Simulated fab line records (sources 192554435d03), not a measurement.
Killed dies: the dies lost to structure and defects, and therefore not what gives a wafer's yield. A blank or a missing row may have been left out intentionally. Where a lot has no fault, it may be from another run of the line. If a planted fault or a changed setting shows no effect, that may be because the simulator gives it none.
Which tool was responsible?    flow n5Finfet    27 wafers from 9 lots sampled at 7 of the route's 1938 steps

## WHAT THE GAUGES SHOWED, per wafer
N5_BEOL_M8_INSPECT_30: inspects for defects (brightfield).
lot   measured      on                rawDefectCount
L362  day 10 12:32  defectInspect-02  274 319 296
L363  day 10 12:41  defectInspect-01  327 372 266
L369  day 12 09:11  defectInspect-01  267 323 284
L371  day 12 09:34  defectInspect-02  347 320 454
L374  day 13 05:07  defectInspect-01  255 311 322
L372  day 13 09:20  defectInspect-01  434 357 502
L377  day 13 14:45  defectInspect-01  350 336 413
L378  day 13 19:53  defectInspect-01  370 380 352
L382  day 15 10:23  defectInspect-02  453 440 357

N5_BEOL_M8_OCD_MEAS_38.
lot   measured      on      trenchDepthNm (nm)
L362  day 10 13:05  ocd-01  96.3 95.4 93.3
L363  day 10 13:19  ocd-01  92.3 93.2 92.6
L369  day 12 09:39  ocd-02  92.9 91.6 95.1
L371  day 12 10:13  ocd-02  82.3 82.3 82.8
L374  day 13 05:42  ocd-02  83.5 82.7 83.8
L372  day 13 09:49  ocd-01  84.0 83.8 83.3
L377  day 13 15:13  ocd-01  95.1 92.9 94.0
L378  day 13 20:28  ocd-01  92.9 93.2 94.0
L382  day 15 10:59  ocd-01  96.1 91.8 93.6

N5_BEOL_M8_THK_MEAS_53: measures by xrf.
lot   measured      on            M8_THK (nm)
L362  day 10 15:38  filmMetro-02  84.1 82.5 81.3
L363  day 10 15:55  filmMetro-02  79.6 79.4 80.3
L369  day 12 12:01  filmMetro-02  80.3 77.7 81.7
L371  day 12 13:10  filmMetro-02  69.8 68.2 71.1
L374  day 13 09:10  filmMetro-01  72.3 71.1 72.7
L372  day 13 14:21  filmMetro-02  71.1 71.4 69.9
L377  day 13 19:16  filmMetro-02  84.6 81.9 81.6
L378  day 14 00:51  filmMetro-01  81.8 82.4 82.2
L382  day 15 13:38  filmMetro-02  83.9 79.9 81.5

N5_BEOL_M8_RS_MEAS_57: the measuring method here is four-point-probe.
lot   measured      on            M8_RS (ohm/sq)
L362  day 10 15:46  filmMetro-02  0.272 0.276 0.283
L363  day 10 16:03  filmMetro-01  0.289 0.289 0.284
L369  day 12 12:11  filmMetro-02  0.284 0.295 0.280
L371  day 12 13:19  filmMetro-02  0.338 0.346 0.332
L374  day 13 09:18  filmMetro-02  0.325 0.330 0.325
L372  day 13 14:31  filmMetro-02  0.329 0.323 0.335
L377  day 13 19:24  filmMetro-01  0.272 0.282 0.283
L378  day 14 00:59  filmMetro-02  0.283 0.281 0.280
L382  day 15 13:46  filmMetro-01  0.271 0.286 0.281

## WHICH TOOL RAN EACH LOT (tool, then ch and the chambers of the sampled wafers, then the start)
lot   N5_BEOL_M8_DESCUM_33               N5_BEOL_M8_TRENCH_ETCH_37          N5_BEOL_M8_CURE_75
L362  rieDiel-02 ch 0,3, day 10 12:39    rieDiel-02 ch 0,3, day 10 12:55    uvCure-01 ch 1, day 10 13:23
L363  rieDiel-01 ch 0,2,3, day 10 12:52  rieDiel-01 ch 0,2,3, day 10 13:08  uvCure-02 ch 1, day 10 13:36
L369  rieDiel-05 ch 0,1,2, day 12 09:13  rieDiel-05 ch 0,1,2, day 12 09:29  uvCure-02 ch 1, day 12 09:54
L371  rieDiel-01 ch 0,1,2, day 12 09:47  rieDiel-01 ch 0,1,2, day 12 10:03  uvCure-01 ch 1, day 12 10:34
L374  rieDiel-01 ch 1,2,3, day 13 05:16  rieDiel-01 ch 1,2,3, day 13 05:32  uvCure-01 ch 1, day 13 06:12
L372  rieDiel-01 ch 0,1,3, day 13 09:23  rieDiel-01 ch 0,1,3, day 13 09:40  uvCure-02 ch 1, day 13 10:10
L377  rieDiel-05 ch 0,3, day 13 14:47    rieDiel-05 ch 0,3, day 13 15:04    uvCure-03 ch 1, day 13 15:45
L378  rieDiel-02 ch 0,1,2, day 13 20:02  rieDiel-02 ch 0,1,2, day 13 20:19  uvCure-01 ch 2, day 13 20:43
L382  rieDiel-05 ch 0,1, day 15 10:33    rieDiel-05 ch 0,1, day 15 10:49    uvCure-02 ch 0, day 15 11:15
- N5_BEOL_M8_DESCUM_33: chemistry O2, time 7 s.
- N5_BEOL_M8_TRENCH_ETCH_37: etches SiCOH lowk in C4F6/O2, target depth 93.478 nm, time 31.2 s.
- N5_BEOL_M8_CURE_75: cures SiCOH lowk, time 120 s.

## AS READ BY THE TOOLS THEMSELVES (means over the sampled wafers that have a number; for cases with no such wafer, the mark the record gives instead)
N5_BEOL_M8_DESCUM_33.
lot   tool        drypumpMotorCurrentA (A)  oesProductAu (a.u.)  rfVppV (V)  showerheadPlenumPTorr (Torr)  throttleValvePct (%)
L362  rieDiel-02  5.7                       0.96                 242.9       2.08                          20.38
L363  rieDiel-01  5.7                       0.72                 243.5       2.11                          20.65
L369  rieDiel-05  5.3                       0.84                 242.7       2.02                          20.36
L371  rieDiel-01  5.5                       0.72                 242.2       2.05                          20.73
L374  rieDiel-01  5.3                       0.72                 243.9       2.07                          20.69
L372  rieDiel-01  5.7                       0.72                 243.9       2.07                          20.76
L377  rieDiel-05  5.8                       0.78                 241.1       2.01                          20.46
L378  rieDiel-02  6.1                       0.86                 244.3       2.13                          20.56
L382  rieDiel-05  5.3                       0.83                 242.8       2.03                          20.50

N5_BEOL_M8_TRENCH_ETCH_37.
lot   tool        O2_flow_sccm (sccm)  drypumpMotorCurrentA (A)  oes_f_703_au (a.u.)  oesProductAu (a.u.)  rfFwdPowerW (W)  rfVppV (V)  showerheadPlenumPTorr (Torr)  throttleValvePct (%)
L362  rieDiel-02  9.990                5.7                       0.95                 0.96                 338.1            672         2.83                          20.85
L363  rieDiel-01  10.005               5.7                       0.72                 0.72                 339.8            670         2.87                          21.12
L369  rieDiel-05  9.991                5.3                       0.83                 0.84                 340.2            668         2.75                          20.78
L371  rieDiel-01  9.983                5.5                       0.51                 0.66                 255.8            768         2.79                          21.18
L374  rieDiel-01  9.982                5.4                       0.52                 0.67                 257.9            773         2.83                          21.17
L372  rieDiel-01  10.002               5.7                       0.51                 0.67                 258.1            771         2.82                          21.25
L377  rieDiel-05  9.996                5.8                       0.76                 0.78                 341.3            668         2.74                          20.97
L378  rieDiel-02  9.983                6.1                       0.86                 0.86                 340.8            667         2.88                          21.02
L382  rieDiel-05  10.006               5.4                       0.82                 0.83                 341.5            671         2.75                          20.88

N5_BEOL_M8_CURE_75.
lot   tool       lampPowerPct (%)  wafer_temp_C_max
L362  uvCure-01  52.33             371.5
L363  uvCure-02  52.34             371.8
L369  uvCure-02  52.30             371.6
L371  uvCure-01  52.29             371.4
L374  uvCure-01  52.31             371.4
L372  uvCure-02  52.29             372.0
L377  uvCure-03  52.30             371.2
L378  uvCure-01  52.32             373.6
L382  uvCure-02  52.31             372.4

## THE ANSWER, worked out from the rows above alone
Rule: what is usual is taken from the lots themselves. The widest of any qualifying gaps counts: lots, ordered by their means at a reading, are off when they make up no more than a third of the lots, leave a main group of 4 or more, and stand apart from it by 3 or more times the standard deviation of that group's means. If all means in a main group match to the digits the tables above print for the reading, that group is not used. Also off: a lot with no number at a reading for which 4 or more lots have one. Where the step has rows for the other lots, those lots are counted as sound. First the gauges in route order, then the tools' own readings, where a lot's mean is used as printed above. The first step at which some lot is off is used, and at that step the reading that is off furthest; a lot without a number counts as furthest.
Off, at N5_BEOL_M8_OCD_MEAS_38 on trenchDepthNm: L371, L374, L372. The main group has a mean of 93.7 nm with a standard deviation of 0.73.
A tool fits if, at a process step before that reading, it ran every lot that is off, and no sound lot after the first of them. Not tried: the gauges at N5_BEOL_M8_OCD_MEAS_38; whatever is off there is also off at N5_BEOL_M8_THK_MEAS_53, on other tools, and gauge error can't account for it. One fits: rieDiel-01 at N5_BEOL_M8_DESCUM_33 and N5_BEOL_M8_TRENCH_ETCH_37. At N5_BEOL_M8_DESCUM_33 its last sound lot is L363 (day 10 12:52), its first lot that is off L371 (day 12 09:47): a fault that began between those two fits.

## WHAT HAD BEEN PUT IN BY THE SIMULATOR
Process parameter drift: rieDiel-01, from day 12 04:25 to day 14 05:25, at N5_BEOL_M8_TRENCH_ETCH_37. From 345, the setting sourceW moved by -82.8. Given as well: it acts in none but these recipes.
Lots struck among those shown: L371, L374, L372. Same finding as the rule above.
